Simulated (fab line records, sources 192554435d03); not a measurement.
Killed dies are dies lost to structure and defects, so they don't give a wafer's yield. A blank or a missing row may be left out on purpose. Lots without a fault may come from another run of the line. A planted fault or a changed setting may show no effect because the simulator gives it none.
Chamber matching | flow n5_finfet | N5_BEOL_M11_STRIP_36 on rie_diel-06: 4 sister chambers
The step strips in N2/H2. 8 wafers are shown with their chamber, then 9 later ones without.

WAFERS WITH THEIR CHAMBER
wafer  | chamber | showerhead_plenum_p_Torr (Torr) | drypump_motor_current_A (A)
L075.4 | 1       | 2.41                            | 6.26
L076.6 | 2       | 2.46                            | 6.04
L081.2 | 2       | 2.45                            | 6.02
L079.2 | 3       | 2.68                            | 5.41
L079.3 | 1       | 2.41                            | 6.27
L085.3 | 0       | 2.62                            | 5.95
L085.5 | 0       | 2.62                            | 5.94
L085.6 | 3       | 2.67                            | 5.40

WAFERS WITHOUT THEIR CHAMBER
wafer  | showerhead_plenum_p_Torr (Torr) | drypump_motor_current_A (A)
L091.1 | 2.67                            | 5.42
L091.3 | 2.72                            | 6.28
L091.6 | 2.67                            | 5.41
L093.1 | 2.72                            | 6.30
L093.3 | 2.61                            | 5.90
L093.5 | 2.72                            | 6.26
L097.1 | 2.44                            | 5.97
L097.3 | 2.72                            | 6.28
L097.5 | 2.60                            | 5.91

WHICH CHAMBER EACH WENT THROUGH
wafer  | from the rows above | in truth
L091.1 | 3                   | 3
L091.3 | 0                   | 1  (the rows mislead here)
L091.6 | 3                   | 3
L093.1 | 0                   | 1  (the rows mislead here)
L093.3 | 0                   | 0
L093.5 | 0                   | 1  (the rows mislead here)
L097.1 | 2                   | 2
L097.3 | 0                   | 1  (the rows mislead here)
L097.5 | 0                   | 0
Placed correctly: 5 of 9. Can't be placed from these rows: 0. Placed wrongly: 4.
How it was worked out, from the rows above alone: a wafer's distance from a chamber is the root of the sum, over the readings, of the square of ((its reading less the chamber's mean) divided by the reading's scatter). The wafer belongs to the nearest chamber; if the next one is less than 2 further off, it can't be placed. A chamber's mean is the mean of its shown wafers. The scatter: the root of (the sum of the squares of (reading less its chamber's mean) over the shown wafers, divided by (wafers less chambers)).
